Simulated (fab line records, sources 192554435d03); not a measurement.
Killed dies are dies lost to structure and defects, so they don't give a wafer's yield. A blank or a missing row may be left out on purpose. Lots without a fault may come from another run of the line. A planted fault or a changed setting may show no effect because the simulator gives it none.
fab line records | flow n5_finfet
record lots=6 wafers=17 last_day=22
route steps=1938 shown BEOL_M1@788 BEOL_M4@1111
lots that met no fault: from a run of the same line without faults
start_h: hours from the record's first day to the start of the lot's first wafer shown | wait_h: hours since the lot's step before | " the same as in the row above | L1.1+2: a row that stands for several wafers | - no value, or no start given | * or withheld: withheld | < > ~ a bound
route shown NAME@n: a module of which the file shows steps, and the number in the route of the first | usual: mean/standard deviation of fault-free wafers | same: alike in all rows | chamber/n: place in a boat | sites: the reading at each site | _std_site: their standard deviation | _edge_site: outer sites' mean less inner sites' | radius_mm: how far each site lies from the wafer's centre | mask NAME#n: copy n | behind: the tool/chamber that last shaped the wafer | hold: why the lot was held/for how many hours/how that ended | device: the transistor (n, p or np) that didn't switch | end of line: the same wafers' tests at the end of the route | a step without rows: its recipe alone | killed: dies lost to structure and defects at the first sort, not the wafer's yield | map: a wafer's dies, x killed, . not, _ none there
set.NAME: the setting as run; set.NAME@STEP: as run at that earlier step | model.NAME: the simulator's own value behind a step, which no gauge read
lots at some steps of the route; a table a step, a row a wafer
services: from which hour (start_h, from the record's first day; less than 0 if before it) a tool's chamber was out of use, for how many hours, and why
## steps
# step N5_BEOL_M1_INSPECT_30
# recipe mode=adi inspect_instrument=brightfield
# usual raw_defect_count=382/85
# columns lot.wafer tool chamber start_h wait_h raw_defect_count
L151.2 defect_inspect-01 - 156.24 0.0 315
L151.5 " - " " 373
L151.6 " - " " 313
L155.1 defect_inspect-02 - 182.64 0.1 414
L155.5 " - " " 342
L155.6 " - " " 460
L157.3 defect_inspect-02 - 188.91 0.0 500
L157.4 " - " " 500
L157.5 " - " " 465
L159.1 defect_inspect-02 - 204.65 0.1 408
L159.3 " - " " 291
L159.5 " - " " 486
L165.2 defect_inspect-02 - 240.81 0.0 520
L165.3 " - " " 670
L165.6 " - " " 471
L167.2 defect_inspect-01 - 245.63 0.0 484
L167.3 " - " " 489
# step N5_BEOL_M1_DESCUM_33
# recipe chemistry=O2 time_s=7 source_power_w=50 bias_power_w=20 pressure_mtorr=20 rf_frequency_hz=2.712e+07 temp_c=40 resist=CAR-EUV o2_flow_sccm=225
# step N5_BEOL_M1_ETCH_77
# recipe chemistry=N2/H2 target=underlayer target_depth_a=65 mask_material=CAR-EUV time_s=5.2 ion_energy_ev=200 pressure_mtorr=30 source_w=840 bias_w=150 n2_flow_sccm=200 h2_flow_sccm=200 ends=cleared
# step N5_BEOL_M1_ETCH_69
# recipe chemistry=CF4 target=SiARC target_depth_a=156 mask_material=CAR-EUV time_s=26 ion_energy_ev=80 pressure_mtorr=40 source_w=545 bias_w=36 Ar_flow_sccm=100 cf4_flow_sccm=100 ends=cleared
# step N5_BEOL_M1_ALD_98
# recipe material=SiO2 target_thk_a=25 temp_c=100 ald_precursor_family=BDEAS ald_co_reactant=O2-plasma pulse_time_s=1 co_reactant_pulse_time_s=1 purge_time_s=2 co_reactant_purge_time_s=2 ald_cycles=17 pressure_torr=2
# step N5_BEOL_M1_ETCHBACK_99
# recipe chemistry=CHF3 target=SiO2 target_depth_a=50 time_s=10.4 source_w=215 bias_w=47 Ar_flow_sccm=200 CHF3_flow_sccm=12 ion_energy_ev=100 pressure_mtorr=30
# step N5_BEOL_M1_ETCH_70
# recipe chemistry=N2/H2 target=SOC target_depth_a=800 overetch_a=160 mask_material=SiARC temp_c=40 time_s=120 ion_energy_ev=200 pressure_mtorr=30 source_w=840 bias_w=150 n2_flow_sccm=200 h2_flow_sccm=200
# usual chamber_pressure_mTorr=29.999/0.027 drypump_motor_current_A=5.8/0.35 h2_flow_sccm=200.1/0.59 n2_flow_sccm=199.9/0.62 oes_product_au=0.63/0.063 rf_vpp_V=523.7/2.4 showerhead_plenum_p_Torr=2.54/0.083 throttle_valve_pct=17.80/0.17
# columns lot.wafer tool chamber start_h wait_h chamber_pressure_mTorr drypump_motor_current_A h2_flow_sccm n2_flow_sccm oes_product_au rf_hours_counter_h rf_vpp_V showerhead_plenum_p_Torr throttle_valve_pct
L151.2 rie_diel-01 1 174.61 0.0 30.007 5.6 199.2 199.3 0.55 234 519.8 2.41 18.20
L151.5 " 3 " " 29.956 6.1 199.5 200.1 0.70 - 526.1 2.60 17.61
L151.6 " 0 " " 29.989 5.4 199.6 199.5 0.71 - 523.4 2.50 17.72
L155.1 rie_diel-01 1 191.88 0.0 29.990 5.7 200.0 200.3 0.54 240 519.4 2.40 18.20
L155.5 " 2 " " 29.961 5.7 201.2 201.1 0.62 - 524.1 2.58 18.04
L155.6 " 1 " " 30.002 5.6 200.5 199.9 0.55 - 521.0 2.40 18.20
L157.3 rie_diel-06 2 195.06 0.0 29.986 5.5 199.8 200.3 0.61 110 524.8 2.57 17.67
L157.4 " 0 " " 30.006 6.5 199.2 200.0 0.59 149 526.8 2.65 17.83
L157.5 " 1 " " 30.009 6.3 200.8 200.4 0.71 - 521.7 2.50 17.81
L159.1 rie_diel-01 2 206.53 0.0 29.969 5.7 200.7 199.4 0.63 81 525.2 2.57 18.04
L159.3 " 1 " " 30.032 5.6 199.7 199.3 0.54 245 520.4 2.40 18.22
L159.5 " 1 " " 29.995 5.6 200.2 199.4 0.54 - 520.0 2.40 18.21
L165.2 rie_diel-01 1 252.85 0.0 29.995 5.6 199.9 200.4 0.75 1 528.0 2.72 17.79
L165.3 " 3 " " 30.006 6.1 199.3 200.2 0.66 51 525.1 2.59 17.66
L165.6 " 3 " " 29.983 6.1 199.1 200.5 0.67 - 526.2 2.59 17.67
L167.2 rie_diel-01 3 256.28 0.0 29.993 6.1 201.2 199.5 0.66 52 527.4 2.59 17.68
L167.3 " 0 " " 30.006 5.4 199.7 200.4 0.67 33 522.7 2.49 17.76
# step N5_BEOL_M1_STRIP_71
# recipe chemistry=N2/H2 temp_c=40 n2_flow_sccm=200 h2_flow_sccm=200 rf_frequency_hz=6e+07
# step N5_BEOL_M1_STRIP_78
# recipe chemistry=N2/H2 temp_c=40 n2_flow_sccm=200 h2_flow_sccm=200 rf_frequency_hz=6e+07
# step N5_BEOL_M1_VIA_ETCH_34
# recipe chemistry=C4F6/O2 target_depth_a=678 mask_material=SOC pressure_mtorr=15 ion_energy_ev=250 taper_deg=4 time_s=64.4 source_w=350 bias_w=170 Ar_flow_sccm=300 C4F6_flow_sccm=10 O2_flow_sccm=10
# step N5_BEOL_M1_STRIP_83
# recipe chemistry=C4F6/O2 resist=SiARC rf_frequency_hz=6e+07
# step N5_BEOL_M1_STRIP_36
# recipe chemistry=N2/H2 power_w=450 temp_c=40 pressure_mtorr=20 rf_frequency_hz=6e+07 overash_fraction=0.3 bias_power_w=7 h2_frac=0.5 n2_flow_sccm=200 h2_flow_sccm=200
# step N5_BEOL_M1_TRENCH_ETCH_37
# recipe chemistry=C4F6/O2 target_depth_a=552.07 target=SiOC time_s=29 ion_energy_ev=250 pressure_mtorr=30 source_w=355 bias_w=185 Ar_flow_sccm=300 C4F6_flow_sccm=10 O2_flow_sccm=10
# usual chamber_pressure_mTorr=30.000/0.026 drypump_motor_current_A=5.8/0.35 oes_product_au=0.83/0.087 rf_vpp_V=661/7.7 showerhead_plenum_p_Torr=2.84/0.086 throttle_valve_pct=20.84/0.15
# columns lot.wafer tool chamber start_h wait_h chamber_pressure_mTorr drypump_motor_current_A oes_product_au rf_hours_counter_h rf_vpp_V showerhead_plenum_p_Torr throttle_valve_pct model.etch.depth_nm model.BEOL_M1.feature_depth_nm model.TiN_of_BEOL_M1_HM_DEP_02.thk_nm
L151.2 rie_diel-01 1 174.81 - 29.993 5.6 0.71 234 657 2.70 21.10 54.04 54 17.8
L151.5 " 3 " " 29.978 6.1 0.91 - 651 2.90 20.64 56.1 56.2 17.4
L151.6 " 0 " " 29.978 5.4 0.94 - 659 2.81 20.86 56.21 56.2 17.8
L155.1 rie_diel-01 1 192.08 - 30.004 5.6 0.70 240 659 2.70 21.13 53.88 53.8 17.8
L155.5 " 2 " " 30.021 5.7 0.80 - 671 2.88 21.06 54.72 54.8 18
L155.6 " 1 " " 29.969 5.6 0.70 - 660 2.70 21.13 53.69 53.6 17.8
L157.3 rie_diel-06 2 195.26 - 29.961 5.5 0.80 110 665 2.88 20.80 55.3 55.4 17.6
L157.4 " 0 " " 30.018 6.5 0.76 149 669 2.96 20.81 54.35 54.4 17.8
L157.5 " 1 " " 29.997 6.3 0.94 - 651 2.80 20.91 55.88 55.8 17.6
L159.1 rie_diel-01 2 206.73 - 29.972 5.7 0.81 81 671 2.87 21.06 54.95 55 18
L159.3 " 1 " " 29.994 5.6 0.70 245 658 2.69 21.12 54.77 54.8 18
L159.5 " 1 " " 30.027 5.7 0.71 - 660 2.69 21.14 54.47 54.4 18.2
L165.2 rie_diel-01 1 253.05 - 30.046 5.6 0.70 1 671 3.03 20.74 29.56 29.6 18.6
L165.3 " 3 " " 30.002 6.1 0.88 52 653 2.89 20.69 56.82 56.8 17.8
L165.6 " 3 " " 29.987 6.1 0.61 - 654 2.89 20.63 29.56 29.6 18.8
L167.2 rie_diel-01 3 256.48 - 30.023 6.1 0.61 52 653 2.88 20.64 29.37 29.4 19
L167.3 " 0 " " 30.027 5.4 0.88 33 658 2.80 20.87 55.89 55.8 17.6
# step N5_BEOL_M1_ETCH_41
# recipe chemistry=CH3F/O2 target=SiCN target_depth_a=319 taper_deg=2 time_s=57.8 ion_energy_ev=120 mask_material=TiN pressure_mtorr=30 source_w=395 bias_w=75 Ar_flow_sccm=150 CH3F_flow_sccm=30 O2_flow_sccm=20
# step N5_BEOL_M1_STRIP_97
# recipe chemistry=N2/H2 time_s=10 power_w=450 temp_c=40 pressure_mtorr=20 rf_frequency_hz=6e+07 bias_power_w=7 n2_flow_sccm=200 h2_flow_sccm=200
# step N5_BEOL_M1_OCD_MEAS_38
# usual trench_depth_nm=55.4/0.77
# columns lot.wafer tool chamber start_h wait_h trench_depth_nm
L151.2 ocd-02 - 174.97 - 53.9
L151.5 " - " " 56.0
L151.6 " - " " 56.3
L155.1 ocd-02 - 192.24 - 54.2
L155.5 " - " " 54.9
L155.6 " - " " 53.6
L157.3 ocd-02 - 195.42 - 54.8
L157.4 " - " " 54.6
L157.5 " - " " 56.2
L159.1 ocd-02 - 206.88 - 54.9
L159.3 " - " " 54.8
L159.5 " - " " 54.5
L165.2 ocd-01 - 253.21 - 29.3
L165.3 " - " " 57.0
L165.6 " - " " 29.3
L167.2 ocd-02 - 256.64 - 29.1
L167.3 " - " " 56.2
# step N5_BEOL_M1_HM_STRIP_39
# recipe chemistry=peroxide_tin_strip material=TiN target_depth_a=250 temp_c=50 time_s=158
# step N5_BEOL_M1_SRD_40
# recipe time_s=30 temp_c=23 rinse_liquid=diw dry=ipa_marangoni
# step N5_BEOL_M1_PRECLEAN_42
# recipe chemistry=residue_remover time_s=60 temp_c=40
# step N5_BEOL_M1_SRD_43
# recipe time_s=30 temp_c=23 rinse_liquid=diw dry=ipa_marangoni
# step N5_BEOL_M1_CD_MEAS_35
# recipe target_cd_nm=18 target_cd_y_nm=21 polarity=opening
# usual cd_nm=18.0/0.31
# columns lot.wafer tool chamber start_h wait_h cd_nm
L151.2 cd_sem-03 - 175.12 0.0 17.9
L151.5 " - " " 17.7
L151.6 " - " " 17.7
L155.1 cd_sem-01 - 192.39 0.0 18.3
L155.5 " - " " 17.9
L155.6 " - " " 18.0
L157.3 cd_sem-03 - 195.57 0.0 18.5
L157.4 " - " " 18.3
L157.5 " - " " 17.4
L159.1 cd_sem-02 - 207.03 0.0 17.8
L159.3 " - " " 17.8
L159.5 " - " " 17.8
L165.2 cd_sem-02 - 253.36 0.0 17.6
L165.3 " - " " 17.9
L165.6 " - " " 17.7
L167.2 cd_sem-02 - 256.79 0.0 17.4
L167.3 " - " " 18.0
# step N5_BEOL_M1_DEGAS_44
# recipe ambient=vacuum temp_c=250 time_s=60
# step N5_BEOL_M1_PRE_CLEAN_45
# recipe gas=H2/He time_s=30 temp_c=250
# step N5_BEOL_M1_ALD_84
# recipe material=TaN target_thk_a=* temp_c=275 ald_precursor_family=PDMAT ald_co_reactant=NH3 pressure_torr=3 carrier_flow_sccm=1500 pulse_time_s=2 purge_time_s=3 co_reactant_purge_time_s=2 co_reactant_pulse_time_s=3 ald_cycles=30 precursor_vessel_temp_c=75 precursor_vessel_pressure_torr=26.25 precursor_vessel_carrier_sccm=1000
# step N5_BEOL_M1_SURFACE_TREAT_85
# recipe gas=Ar time_s=* ion_energy_ev=* ion_current_ma_cm2=0.5 pressure_mtorr=* ar_flow_sccm=30
# step N5_BEOL_M1_CVD_47
# recipe material=Co target_thk_a=30 temp_c=withheld precursor=CCTBA/H2 pressure_torr=30 time_s=223.8
# step N5_BEOL_M1_SPUTTER_48
# recipe material=Cu target_thk_a=45 temp_c=-20 chamber_pressure_pa=0.07 power_w=withheld time_s=8.29
# step N5_BEOL_M1_ANNEAL_49
# recipe temp_c=400 time_s=240 ambient=vacuum
# step N5_BEOL_M1_SPUTTER_79
# recipe material=Cu target_thk_a=45 temp_c=-20 chamber_pressure_pa=0.07 power_w=withheld time_s=8.29
# step N5_BEOL_M1_ANNEAL_80
# recipe temp_c=400 time_s=240 ambient=vacuum
# step N5_BEOL_M1_SPUTTER_81
# recipe material=Cu target_thk_a=45 temp_c=-20 chamber_pressure_pa=0.07 power_w=withheld time_s=8.29
# usual throttle_valve_pct=29.4/0.99
# columns lot.wafer tool chamber start_h wait_h throttle_valve_pct
L151.2 pvd_sputter-02 - 176.40 0.1 28.7
L151.5 " - " " 31.0
L151.6 " - " " 30.3
L155.1 pvd_sputter-03 - 193.82 0.1 28.1
L155.5 " - " " 29.5
L155.6 " - " " 29.1
L157.3 pvd_sputter-03 - 197.82 0.1 29.7
L157.4 " - " " 28.8
L157.5 " - " " 29.3
L159.1 pvd_sputter-02 - 209.46 0.1 31.2
L159.3 " - " " 28.4
L159.5 " - " " 30.9
L165.2 pvd_sputter-01 - 256.24 0.1 28.5
L165.3 " - " " 29.3
L165.6 " - " " 28.5
L167.2 pvd_sputter-01 - 258.08 0.1 29.6
L167.3 " - " " 29.8
# step N5_BEOL_M1_ANNEAL_82
# recipe temp_c=400 time_s=240 ambient=vacuum
# usual heater_power_w=803/76
# columns lot.wafer tool chamber start_h wait_h heater_power_w
L151.2 pvd_sputter-02 - 176.48 0.0 778
L151.5 " - " " 918
L151.6 " - " " 877
L155.1 pvd_sputter-03 - 193.90 0.0 719
L155.5 " - " " 818
L155.6 " - " " 927
L157.3 pvd_sputter-03 - 197.90 0.0 807
L157.4 " - " " 932
L157.5 " - " " 824
L159.1 pvd_sputter-02 - 209.54 0.0 916
L159.3 " - " " 780
L159.5 " - " " 932
L165.2 pvd_sputter-01 - 256.32 0.0 831
L165.3 " - " " 836
L165.6 " - " " 837
L167.2 pvd_sputter-01 - 258.16 0.0 827
L167.3 " - " " 724
# step N5_BEOL_M1_SPUTTER_86
# recipe material=Cu target_thk_a=45 temp_c=-20 chamber_pressure_pa=0.07 power_w=withheld time_s=8.29
# step N5_BEOL_M1_ANNEAL_87
# recipe temp_c=400 time_s=240 ambient=vacuum
# step N5_BEOL_M1_SPUTTER_88
# recipe material=Cu target_thk_a=45 temp_c=-20 chamber_pressure_pa=0.07 power_w=withheld time_s=8.29
# step N5_BEOL_M1_ANNEAL_89
# recipe temp_c=400 time_s=240 ambient=vacuum
# step N5_BEOL_M1_SPUTTER_90
# recipe material=Cu target_thk_a=45 temp_c=-20 chamber_pressure_pa=0.07 power_w=withheld time_s=8.29
# step N5_BEOL_M1_ANNEAL_91
# recipe temp_c=400 time_s=240 ambient=vacuum
# step N5_BEOL_M1_SPUTTER_92
# recipe material=Cu target_thk_a=45 temp_c=-20 chamber_pressure_pa=0.07 power_w=withheld time_s=8.29
# usual throttle_valve_pct=29.4/1
# columns lot.wafer tool chamber start_h wait_h throttle_valve_pct
L151.2 pvd_sputter-02 - 177.28 0.1 28.3
L151.5 " - " " 31.0
L151.6 " - " " 30.1
L155.1 pvd_sputter-03 - 194.70 0.1 28.2
L155.5 " - " " 29.6
L155.6 " - " " 28.7
L157.3 pvd_sputter-03 - 198.70 0.1 29.4
L157.4 " - " " 28.4
L157.5 " - " " 29.3
L159.1 pvd_sputter-02 - 210.34 0.1 30.9
L159.3 " - " " 28.5
L159.5 " - " " 31.0
L165.2 pvd_sputter-01 - 257.12 0.1 28.3
L165.3 " - " " 29.5
L165.6 " - " " 28.4
L167.2 pvd_sputter-01 - 258.96 0.1 29.4
L167.3 " - " " 30.2
# step N5_BEOL_M1_ANNEAL_93
# recipe temp_c=400 time_s=240 ambient=vacuum
# usual heater_power_w=805/73
# columns lot.wafer tool chamber start_h wait_h heater_power_w
L151.2 pvd_sputter-02 - 177.36 0.0 769
L151.5 " - " " 950
L151.6 " - " " 857
L155.1 pvd_sputter-03 - 194.78 0.0 721
L155.5 " - " " 796
L155.6 " - " " 925
L157.3 pvd_sputter-03 - 198.78 0.0 778
L157.4 " - " " 912
L157.5 " - " " 785
L159.1 pvd_sputter-02 - 210.42 0.0 898
L159.3 " - " " 773
L159.5 " - " " 920
L165.2 pvd_sputter-01 - 257.20 0.0 804
L165.3 " - " " 838
L165.6 " - " " 823
L167.2 pvd_sputter-01 - 259.04 0.0 813
L167.3 " - " " 737
# step N5_BEOL_M1_SPUTTER_94
# recipe material=Cu target_thk_a=45 temp_c=-20 chamber_pressure_pa=0.07 power_w=withheld time_s=8.29
# step N5_BEOL_M1_ANNEAL_95
# recipe temp_c=400 time_s=240 ambient=vacuum
# step N5_BEOL_M4_RC_MEAS_101
# usual CHAIN_V0=233/9 CHAIN_V0_max_site=242/10 DIBL_N=36.3/1.1 DIBL_P=36.3/1.4 IOFF_N=0.155/0.019 IOFF_P=0.211/0.027 ION_N=672/8.5 ION_P=462/5.8 SS_N=71.5/0.56 SS_P=73.3/0.52 VT_N=249.9/2.5 VT_P=-249.8/2.8
# columns lot.wafer tool chamber start_h wait_h CHAIN_V0[ohm/link] CHAIN_V0_max_site[ohm/link] DIBL_N[mV/V] DIBL_P[mV/V] IOFF_N[nA/um] IOFF_P[nA/um] ION_N[uA/um] ION_P[uA/um] SS_N[mV/dec] SS_P[mV/dec] VT_N[mV] VT_P[mV]
L151.2 prober-01 0 250.38 0.2 236 245 35.4 35.8 0.146 0.193 664 460 70.9 73.0 250.3 -250.5
L151.5 " 0 " " 231 237 34.8 33.5 0.128 0.167 668 461 70.8 72.9 253.6 -251.9
L151.6 " 0 " " 235 246 35.6 35.7 0.151 0.195 675 471 71.6 74.0 247.8 -252.7
L155.1 prober-02 0 311.05 0.0 233 242 37.1 38.0 0.147 0.188 670 454 71.0 73.7 251.5 -250.6
L155.5 " 0 " " 235 242 36.5 37.2 0.148 0.181 670 455 71.5 72.3 249.4 -254.8
L155.6 " 0 " " 231 241 36.9 37.3 0.154 0.184 675 455 70.8 73.3 250.4 -252.2
L157.3 prober-01 0 324.41 0.3 237 245 36.5 36.3 0.144 0.179 664 454 71.0 72.9 252.7 -253.3
L157.4 " 0 " " 252 265 37.4 38.0 0.157 0.202 668 453 71.6 73.4 251.0 -252.1
L157.5 " 0 " " 248 260 37.2 37.4 0.153 0.197 668 454 72.6 73.4 248.3 -252.3
L159.1 prober-01 0 346.49 0.0 243 255 37.2 38.0 0.160 0.261 667 461 72.4 74.0 251.0 -245.5
L159.3 " 0 " " 237 242 37.6 37.7 0.167 0.255 670 464 72.8 73.9 249.2 -244.0
L159.5 " 0 " " 228 238 37.1 35.7 0.153 0.217 664 457 73.1 73.4 250.6 -251.0
L167.2 prober-01 0 368.35 0.2 280 285 36.1 38.4 0.178 0.258 674 465 71.7 73.7 249.4 -248.1
L167.3 " 0 " " 226 245 35.0 37.1 0.165 0.238 675 470 71.0 73.3 247.5 -246.2
L165.2 prober-02 0 391.49 0.2 290 299 35.5 36.1 0.146 0.202 671 463 71.5 72.4 251.1 -248.8
L165.3 " 0 " " 229 240 36.0 36.0 0.147 0.205 675 466 70.9 72.3 251.9 -248.4
L165.6 " 0 " " 296 307 34.5 34.1 0.123 0.172 663 464 70.9 72.8 253.5 -252.7
# sites CHAIN_V0 radius_mm=0,75,75,75,75,140,140,140,140
L151.2 242 245 244 239 232 231 231 236 228
L155.1 234 236 235 233 242 219 229 225 228
L157.3 237 245 234 239 243 235 232 231 239
L159.1 243 253 255 245 250 236 235 234 236
L167.2 281 266 266 285 280 272 282 280 279
L165.2 288 299 298 292 292 286 283 290 287
## services
# columns tool chamber start_h hours kind
rie_diel-01 2 154.65 6.9 repair
pvd_sputter-02 - 163.68 5.1 repair
rie_diel-01 0 189.86 5.1 repair
rie_diel-01 2 208.89 1.8 repair
rie_diel-01 - 225.35 2.8 pm
rie_diel-01 1 228.66 - clean
rie_diel-01 1 228.66 - consumable_replace:focus_ring
rie_diel-01 1 228.66 - consumable_replace:showerhead
rie_diel-01 1 228.66 18.6 scheduled_down
rie_diel-01 1 228.66 18.6 vent_cycle
rie_diel-01 2 254.21 11.8 repair
## key
first_sign step=N5_BEOL_M1_TRENCH_ETCH_37 reading=oes_product_au direction=down sigmas=2.2 usual=0.83 struck=0.64
effect step=N5_BEOL_M1_OCD_MEAS_38 reading=trench_depth_nm direction=down sigmas=34 usual=55.4 struck=29.2
effect step=N5_BEOL_M4_RC_MEAS_101 reading=CHAIN_V0 direction=up sigmas=6.1 usual=233 struck=289
effect step=N5_BEOL_M4_RC_MEAS_101 reading=CHAIN_V0_max_site direction=up sigmas=5.3 usual=242 struck=297
model_effect step=N5_BEOL_M1_TRENCH_ETCH_37 value=etch.depth_nm without=55.83 struck=29.5
met_at N5_BEOL_M1_TRENCH_ETCH_37
struck_wafers L165.2,L165.6,L167.2
onset_between 206.73 253.05
fault kind=process_parameter_drift tool=rie_diel-01 chamber=- onset_h=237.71 steps=N5_BEOL_M1_TRENCH_ETCH_37 channel=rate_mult offset=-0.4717 shape=step end_h=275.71 scope=struck_wafers_only
